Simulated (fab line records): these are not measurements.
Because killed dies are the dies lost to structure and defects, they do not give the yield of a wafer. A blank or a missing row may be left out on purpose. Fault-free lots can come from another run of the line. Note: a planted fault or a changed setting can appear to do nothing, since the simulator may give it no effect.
Matching of chambers :: flow n5_finfet :: cmp-04 running N5_BEOL_M0_CMP_120: 4 sister chambers
The step polishes, stops on SiOC, t overpolish 6.9 s. 7 wafers are shown with their chamber, then 9 later ones without.

EACH WAFER AND ITS CHAMBER
wafer: L085.5
chamber: 0
motor_current_A (A): 5.9
time_to_endpoint_s (s): 64.7

wafer: L089.1
chamber: 2
motor_current_A (A): 6.6
time_to_endpoint_s (s): 60.9

wafer: L089.2
chamber: 1
motor_current_A (A): 6.1
time_to_endpoint_s (s): 59.1

wafer: L089.3
chamber: 0
motor_current_A (A): 6.2
time_to_endpoint_s (s): 64.9

wafer: L089.4
chamber: 3
motor_current_A (A): 7.3
time_to_endpoint_s (s): 56.6

wafer: L089.5
chamber: 1
motor_current_A (A): 6.0
time_to_endpoint_s (s): 61.2

wafer: L089.6
chamber: 2
motor_current_A (A): 6.3
time_to_endpoint_s (s): 61.5

WAFERS WHOSE CHAMBER IS MISSING
wafer: L091.1
motor_current_A (A): 6.3
time_to_endpoint_s (s): 62.7

wafer: L091.2
motor_current_A (A): 6.4
time_to_endpoint_s (s): 64.4

wafer: L091.6
motor_current_A (A): 6.2
time_to_endpoint_s (s): 64.6

wafer: L093.4
motor_current_A (A): 6.1
time_to_endpoint_s (s): 64.4

wafer: L093.5
motor_current_A (A): 7.7
time_to_endpoint_s (s): 59.4

wafer: L093.6
motor_current_A (A): 6.3
time_to_endpoint_s (s): 62.6

wafer: L097.2
motor_current_A (A): 6.6
time_to_endpoint_s (s): 63.0

wafer: L097.4
motor_current_A (A): 6.5
time_to_endpoint_s (s): 63.6

wafer: L097.6
motor_current_A (A): 7.6
time_to_endpoint_s (s): 59.8

THE CHAMBER EACH PASSED THROUGH
wafer: L091.1
from the rows above: can't be placed: 2 or 0 or 1
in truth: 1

wafer: L091.2
from the rows above: can't be placed: 0 or 2
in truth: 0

wafer: L091.6
from the rows above: 0
in truth: 0

wafer: L093.4
from the rows above: 0
in truth: 0

wafer: L093.5
from the rows above: 3
in truth: 3

wafer: L093.6
from the rows above: can't be placed: 2 or 0 or 1
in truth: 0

wafer: L097.2
from the rows above: can't be placed: 2 or 0
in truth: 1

wafer: L097.4
from the rows above: can't be placed: 2 or 0 or 1
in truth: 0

wafer: L097.6
from the rows above: 3
in truth: 3
Correctly placed: 4 of 9. These rows do not allow placing 5 (true chamber among the candidates in 4). Number placed wrongly: 0.
How it was worked out, from the rows above alone: a wafer's distance from a chamber is the root of the sum, over the readings, of the square of ((its reading less the chamber's mean) divided by the reading's scatter). The wafer belongs to the nearest chamber; if the next one is less than 2 further off, it can't be placed. The mean given for a chamber averages the wafers shown for that chamber. How the scatter is found: for the shown wafers, subtract from each reading the mean of its chamber, square and add these, divide the total by (wafers less chambers), then take the root.
